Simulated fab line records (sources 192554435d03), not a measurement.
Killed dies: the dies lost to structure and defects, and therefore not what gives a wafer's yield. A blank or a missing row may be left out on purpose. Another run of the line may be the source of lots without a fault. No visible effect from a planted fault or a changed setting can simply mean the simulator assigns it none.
Code-filled problem report in 8D (eight disciplines) form | flow n5Finfet | the parts of the form that need people (team, actions taken, sign-off) are left out

## 1. WHAT IS WRONG
susceptorTempC at N5_FIN_SAQP_SPACER2_ALD_28 reads a mean of 293.88 C on 2 wafers of 2 lots; wafers without a fault read 300.00 C with a standard deviation of 0.18. That is -34 standard deviations from the usual mean.
The step: deposits SiO2, target thk 8.1 nm, pulse time 1 s, purge time 2 s.
First seen on wafer L602.5, day 4 00:59, on aldSin-03. The record holds 27 wafers of 9 lots with a number at this step. The rule behind "out" and "out of limits": a value lying over 4 standard deviations away from the usual mean. The rest of the wafers with a number are treated as sound.

## 2. WHAT IT IS AND WHAT IT IS NOT
question                    | is               | is not
which readings at this step | susceptorTempC   | heaterPowerW, precursorPulseHeightRel
which lots                  | L602, L603       | L594, L608, L612, L613, L615, L616, L617
which wafers of those lots  | L602.5, L603.2   | L602.1, L602.3, L603.5, L603.6
read on which tools         | aldSin-03        | aldSin-01, aldSin-02
when                        | from day 4 00:59 | up to then (5 sound wafers); but 20 sound wafers of L603, L608, L612, L613, L615, L616, L617 came after

## 3. WHAT RULES OUT EACH SUSPECT
Counting: a tool at a process step up to the reading stays a suspect if it ran every lot that is out. Sound lots after the first of them don't rule it out here, since some wafers of a struck lot are sound.
- rieDiel-06 at N5_FIN_SAQP_ETCH_69 (etches SOC in N2/H2, stops on SiNx, target depth 150 nm): kept. It ran every lot that is out, first L602 (day 4 00:40).
- aldSin-03 at N5_FIN_SAQP_SPACER2_ALD_28 (deposits SiO2, target thk 8.1 nm, pulse time 1 s, purge time 2 s): kept. It ran every lot that is out, first L602 (day 4 00:59). Its own susceptorTempC readings are out on those wafers.
- Within aldSin-03 at N5_FIN_SAQP_SPACER2_ALD_28: the wafers that are out ran in chamber 0; their sound lot-mates ran in chambers 1, 2, 3.
Left after counting: rieDiel-06 at N5_FIN_SAQP_ETCH_69, aldSin-03 at N5_FIN_SAQP_SPACER2_ALD_28.

## 4. THE CAUSE (what the simulator had put in)
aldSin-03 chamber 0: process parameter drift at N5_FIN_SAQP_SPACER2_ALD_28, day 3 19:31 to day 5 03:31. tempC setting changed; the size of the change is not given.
After counting, 2 suspects remain, this tool included.

## 5. THE CHAIN OF EFFECTS, in route order
Rows list readings where the struck wafers' mean (over those with a number) sits beyond 3 standard deviations from the usual. Readings are gone through only where the record gives a usual standard deviation; hours: the median, over the lots, of the time from a lot's start at the first step in this table giving one to that lot's start at this step; sigmas: the change measured in usual standard deviations.
hours | step                       | reading        | usual    | on struck wafers | change | sigmas
0     | N5_FIN_SAQP_SPACER2_ALD_28 | susceptorTempC | 300.00 C | 293.88           | -6.12  | -34
It contains these process steps:
- N5_FIN_SAQP_SPACER2_ALD_28: deposits SiO2, target thk 8.1 nm, pulse time 1 s, purge time 2 s.
At these later measuring or inspecting steps, every struck wafer for which the step has a row has a number for every such reading, and none has moved that far: N5_BEOL_M4_RC_MEAS_101.

## 6. HOW IT WOULD HAVE BEEN CAUGHT EARLIER
First out-of-limits reading in this record: day 4 00:59, which is 5 hours after fault onset at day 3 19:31.
